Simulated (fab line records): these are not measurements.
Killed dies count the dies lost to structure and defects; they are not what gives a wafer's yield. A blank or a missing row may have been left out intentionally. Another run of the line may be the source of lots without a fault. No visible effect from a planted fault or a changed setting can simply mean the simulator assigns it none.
fab line records	flow nandHarc
record lots=5	wafers=15	lastDay=32
route steps=1302 shown THIN_TSV@1256
lots with no fault: from the same line, run without faults
startH: the number of hours between the record's first day and the start of the first shown wafer of the lot	waitH: hours from the lot's prior step to this one	" unchanged from the row above	L1.1+2: several wafers, shown together as one row	- no value present, or no start provided	* or withheld: withheld	< > ~ a bound
route shown NAME@n: NAME is a module with steps in the file, n the number in the route of the first one	usual: mean and standard deviation over wafers with no fault	same: alike in all rows	chamber/n: place in a boat	sites: the reading at each site	_std_site: the values' standard deviation	_edge_site: outer sites' mean less inner sites'	radiusMm: for every site, how far away it sits from the centre of the wafer	mask NAME#n: copy n	behind: tool/chamber where the wafer was last shaped	hold: what put the lot on hold/how long, in hours/how the hold closed	device: names the non-switching transistor (n, p or np)	end of line: the route-end tests of the same wafers	a step with no rows: only its recipe	killed: dies lost to structure and defects at the first sort, not the wafer's yield	map: a wafer's dies, x killed, . not, _ none there
set.NAME: the run value of the setting; set.NAME@STEP: its run value at that earlier step	model.NAME: the simulator's own value behind a step, which no gauge read
lots at selected steps of the route; one table per step, one row per wafer
services: from which hour (startH, from the record's first day; less than 0 if before it) a tool's chamber was out of use, for how many hours, and why
## steps
# step NHARC_THIN_TSV_EXPOSE_09
# recipe na=0.55	doseMj=30.7	maskId=TSV
# step NHARC_THIN_TSV_PEB_10
# recipe pebTempC=118	pebTimeS=85
# step NHARC_THIN_TSV_DEVELOP_11
# recipe timeS=70
# step NHARC_THIN_TSV_CD_MEAS_12
# recipe targetCdNm=1000	landingEnergyEv=500
# usual cdNm=999.6/2.7
lot.wafer	tool	chamber	startH	waitH	cdNm
L988.1	cdSem-02	0	626.74	-	997.9
L988.4	"	0	"	"	999.3
L988.5	"	0	"	"	1004.1
L990.2	cdSem-02	0	664.44	-	998.2
L990.5	"	0	"	"	995.9
L990.6	"	0	"	"	1001.5
L998.3	cdSem-02	0	730.73	-	996.9
L998.4	"	0	"	"	994.1
L998.5	"	0	"	"	995.7
L101.3	cdSem-02	0	746.55	-	1000.9
L101.4	"	0	"	"	995.0
L101.5	"	0	"	"	997.3
L103.1	cdSem-01	0	757.12	-	999.4
L103.4	"	0	"	"	1004.1
L103.6	"	0	"	"	1000.6
# step NHARC_THIN_TSV_HARDBAKE_13
# recipe tempC=125	timeS=80
# step NHARC_THIN_TSV_DESCUM_14
# recipe timeS=3	o2FlowSccm=200	arFlowSccm=0	biasPowerW=0	chemistry=O2
# usual drypumpMotorCurrentA=5.6/0.41	mfcArSccm=0.013/0.016	oesProductAu=1.002/0.014	rfVppV=57.9/0.9	showerheadPlenumPTorr=1.91/0.072	throttleValvePct=11.311/0.0096
lot.wafer	tool	chamber	startH	waitH	drypumpMotorCurrentA	mfcArSccm	oesProductAu	rfHoursCounterH	rfVppV	showerheadPlenumPTorr	throttleValvePct
L988.1	rieDiel-03	0	626.92	-	5.6	0.012	1.002	6.4	56.7	1.90	11.311
L988.4	"	1	"	"	5.3	0	1.003	7.5	56.8	1.93	11.311
L988.5	"	2	"	"	6.1	0.027	1.004	-	57.2	1.95	11.309
L990.2	rieDiel-10	0	664.61	-	4.9	0.042	0.975	4.8	57.4	1.79	11.305
L990.5	"	3	"	"	5.4	0.043	0.977	-	57.9	1.95	11.314
L990.6	"	0	"	"	4.9	0.042	0.979	-	57.1	1.79	11.311
L998.3	rieDiel-10	0	730.89	-	4.9	0.042	0.971	9.3	56.6	1.78	11.316
L998.4	"	1	"	"	5.2	0	1.003	9.5	58.4	1.84	11.319
L998.5	"	0	"	"	4.9	0.042	0.979	-	57.0	1.78	11.319
L101.4	rieDiel-07	0	746.72	-	5.6	0.017	1.003	4.8	58.8	1.97	11.302
L101.3	"	1	"	"	6.0	0	1.017	3.9	58.3	2.02	11.308
L101.5	"	2	"	"	6.2	0.017	1.002	-	57.1	1.93	11.303
L103.4	rieDiel-10	2	757.28	-	5.0	0	1.013	10.3	57.2	1.88	11.323
L103.1	"	1	"	"	5.3	0	1.022	10.7	56.7	1.84	11.314
L103.6	"	2	"	"	5.0	0	1.013	-	59.3	1.88	11.316
# step NHARC_THIN_TSV_ETCH_44
# recipe targetDepthA=15942	timeS=797.1	cf4FlowSccm=150	o2FlowSccm=10	arFlowSccm=0	rfW=300	biasW=800	chemistry=CF4/O2
# step NHARC_THIN_TSV_ETCH_15
# recipe targetDepthA=30000	boschTargetOveretchCycles=2	boschEtchStepS=2.8	boschDepStepS=1.2	boschCycles=14
# usual drypumpMotorCurrentA=5.9/0.33
# same boschCycles=14
lot.wafer	tool	chamber	startH	waitH	drypumpMotorCurrentA	rfHoursCounterH
L988.1	rieSi-01	0	627.57	-	6.2	0.3
L988.4	"	0	"	"	6.1	-
L988.5	"	1	"	"	6.3	-
L990.2	rieSi-01	2	665.28	-	5.5	0.8
L990.5	"	0	"	"	6.1	-
L990.6	"	1	"	"	6.3	-
L998.4	rieSi-03	2	731.53	-	6.4	0.8
L998.3	"	1	"	"	5.6	0.7
L998.5	"	2	"	"	6.4	-
L101.4	rieSi-03	2	747.37	-	6.4	0.9
L101.3	"	3	"	"	5.8	1.0
L101.5	"	1	"	"	5.6	-
L103.1	rieSi-01	3	757.94	-	5.8	0.2
L103.4	"	0	"	"	6.2	0.2
L103.6	"	0	"	"	6.2	-
# step NHARC_THIN_TSV_CD_MEAS_16
# usual cdNm=999.8/2.9
lot.wafer	tool	chamber	startH	waitH	cdNm
L988.1	cdSem-03	-	627.73	0.1	996.5
L988.4	"	-	"	"	998.8
L988.5	"	-	"	"	1003.6
L990.2	cdSem-03	-	665.41	0.1	998.3
L990.5	"	-	"	"	997.2
L990.6	"	-	"	"	1002.7
L998.3	cdSem-02	-	731.69	0.1	996.5
L998.4	"	-	"	"	996.0
L998.5	"	-	"	"	997.0
L101.3	cdSem-01	-	747.50	0.1	1001.2
L101.4	"	-	"	"	996.2
L101.5	"	-	"	"	996.7
L103.1	cdSem-02	-	758.08	0.1	999.7
L103.4	"	-	"	"	1004.3
L103.6	"	-	"	"	1000.7
# step NHARC_THIN_TSV_STRIP_45
# recipe powerW=1500	tempC=250	chemistry=O2
# usual drypumpMotorCurrentA=5.7/0.6	heaterPowerW=311/14
lot.wafer	tool	chamber	startH	waitH	drypumpMotorCurrentA	heaterPowerW	rfHoursCounterH
L988.1	plasmaAsher-02	0	627.85	0.1	5.0	289	1
L988.4	"	0	"	"	5.0	294	-
L988.5	"	0	"	"	4.9	296	-
L990.2	plasmaAsher-02	0	665.56	0.1	5.0	295	13
L990.6	"	1	"	"	6.5	304	-
L990.5	"	0	"	"	5.0	300	-
L998.4	plasmaAsher-02	0	731.94	0.2	5.0	288	-
L998.3	"	1	"	"	6.5	306	-
L998.5	"	0	"	"	5.0	301	-
L101.3	plasmaAsher-01	0	747.67	0.2	5.9	310	-
L101.4	"	1	"	"	5.5	337	-
L101.5	"	0	"	"	6.0	307	-
L103.1	plasmaAsher-01	1	758.15	0.1	5.5	340	12
L103.4	"	0	"	"	5.9	304	-
L103.6	"	1	"	"	5.5	324	-
# step NHARC_THIN_TSV_STRIP_46
# recipe timeS=1200	tempC=72.5	chemistry=postEtchResidueRemover
# step NHARC_THIN_TSV_DEP_47
# recipe targetThkA=2000	tempC=withheld	pressureTorr=6.5	rfW=900	teosFlowSccm=161.4	flowSccm=2650	targetThkNm=200	gas=O2	material=SiO2
# usual rfFwdPowerW=898.5/2.7	throttleValvePct=15.7/0.56
lot.wafer	tool	chamber	startH	waitH	rfFwdPowerW	throttleValvePct
L988.1	pecvd-01	2	628.59	-	897.1	16.0
L988.5	"	2	"	"	897.3	16.0
L988.4	"	0	"	"	898.0	16.9
L990.2	pecvd-02	1	666.37	-	899.6	16.0
L990.5	"	0	"	"	897.5	16.2
L990.6	"	2	"	"	896.4	16.1
L998.3	pecvd-04	2	732.65	-	904.4	15.4
L998.4	"	2	"	"	900.2	15.3
L998.5	"	1	"	"	893.1	14.9
L101.3	pecvd-04	0	748.46	-	899.0	15.1
L101.4	"	2	"	"	899.2	15.8
L101.5	"	0	"	"	902.3	15.3
L103.1	pecvd-02	1	759.05	-	898.3	15.8
L103.4	"	0	"	"	899.1	16.2
L103.6	"	1	"	"	898.9	16.0
# step NHARC_THIN_TSV_ETCHBACK_48
# recipe targetDepthA=10285	overEtchFrac=0.3	timeS=405.17	ionEnergyEv=250	c4f8FlowSccm=withheld	arFlowSccm=withheld	rfW=600	biasW=300	chemistry=C4F8/Ar
# usual oesProductAu=0.935/0.026	rfFwdPowerW=598.4/1.9	rfVppV=546.6/2.7
# same overEtchFrac=0.3
lot.wafer	tool	chamber	startH	waitH	oesProductAu	rfFwdPowerW	rfHoursCounterH	rfVppV
L988.1	rieDiel-03	3	629.04	-	0.923	599.3	8	549.1
L988.4	"	1	"	"	0.945	597.6	8	547.0
L988.5	"	3	"	"	0.916	600.8	-	549.6
L990.2	rieDiel-10	1	666.72	-	0.936	595.8	5	544.1
L990.6	"	1	"	"	0.935	595.3	-	544.9
L990.5	"	2	"	"	0.933	599.6	-	546.8
L998.4	rieDiel-10	3	733.09	-	0.896	597.7	9	548.3
L998.3	"	0	"	"	0.905	600.1	10	540.5
L998.5	"	2	"	"	0.929	598.6	-	546.8
L101.4	rieDiel-03	3	748.77	-	0.934	599.4	5	550.6
L101.3	"	0	"	"	0.775	599.5	5	546.0
L101.5	"	3	"	"	0.931	598.5	-	549.4
L103.4	rieDiel-10	1	759.40	-	0.935	598.5	11	543.5
L103.1	"	3	"	"	0.899	600.3	11	549.6
L103.6	"	1	"	"	0.938	598.5	-	544.7
# step NHARC_THIN_TSV_STRIP_62
# recipe powerW=1500	tempC=250	timeS=20	chemistry=N2/H2
# usual drypumpMotorCurrentA=5.7/0.48	heaterPowerW=316/14
lot.wafer	tool	chamber	startH	waitH	drypumpMotorCurrentA	heaterPowerW	rfHoursCounterH
L988.1	plasmaAsher-01	1	629.38	-	5.5	327	19
L988.4	"	1	"	"	5.5	331	-
L988.5	"	1	"	"	5.5	333	-
L990.2	plasmaAsher-01	0	667.09	-	6.0	301	25
L990.6	"	0	"	"	6.0	311	-
L990.5	"	1	"	"	5.5	336	-
L998.3	plasmaAsher-02	0	733.46	-	5.0	295	-
L998.4	"	1	"	"	6.5	313	-
L998.5	"	0	"	"	5.0	295	-
L101.4	plasmaAsher-02	1	749.46	-	6.5	315	-
L101.3	"	0	"	"	4.9	299	-
L101.5	"	0	"	"	5.0	293	-
L103.1	plasmaAsher-01	1	759.74	-	5.5	336	13
L103.4	"	1	"	"	5.5	330	-
L103.6	"	0	"	"	5.9	308	-
## services
tool	chamber	startH	hours	kind
plasmaAsher-02	-	603.21	9.0	pm
rieDiel-07	3	605.42	1.2	repair
pecvd-01	-	608.61	1.6	repair
rieSi-01	3	626.36	1.7	repair
pecvd-04	-	631.40	13.0	pm
plasmaAsher-01	-	632.56	10.5	repair
rieDiel-03	-	635.34	9.0	pm
rieDiel-07	3	640.16	6.0	repair
rieDiel-07	-	648.20	9.0	pm
pecvd-02	-	648.22	0.3	repair
rieSi-03	1	663.54	2.5	repair
rieDiel-03	-	670.38	1.1	repair
rieDiel-10	2	681.25	6.6	repair
rieSi-03	3	681.73	1.3	repair
plasmaAsher-01	-	696.00	9.0	pm
plasmaAsher-02	-	700.28	1.3	repair
rieDiel-03	2	717.54	6.2	repair
rieSi-01	-	724.00	9.0	pm
plasmaAsher-02	-	726.94	4.0	repair
plasmaAsher-01	-	731.01	3.0	repair
rieSi-03	2	735.61	3.6	repair
rieDiel-03	-	745.67	1.1	repair
rieSi-03	-	752.00	9.0	pm
plasmaAsher-02	-	752.83	4.6	repair
## key
firstSign step=NHARC_THIN_TSV_ETCHBACK_48	reading=oesProductAu	direction=down	sigmas=6.2	usual=0.935	struck=0.775
effect none on later readings
metAt NHARC_THIN_TSV_ETCHBACK_48
struckWafers L101.3
laterRowsLeftOut L101.3
sortLeftOut L101.3
fault kind=processParameterDrift	tool=rieDiel-03	chamber=0	onsetH=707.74	steps=NHARC_THIN_TSV_ETCHBACK_48	channel=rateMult	offset=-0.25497	shape=step	endH=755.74
# sortLeftOut: the simulated sort isn't trusted on such a fault, so these wafers' sort isn't shown, and their yield isn't known
# laterRowsLeftOut: the simulator's readings of these wafers behind a module that went badly wrong aren't trusted and aren't shown, but for the sort
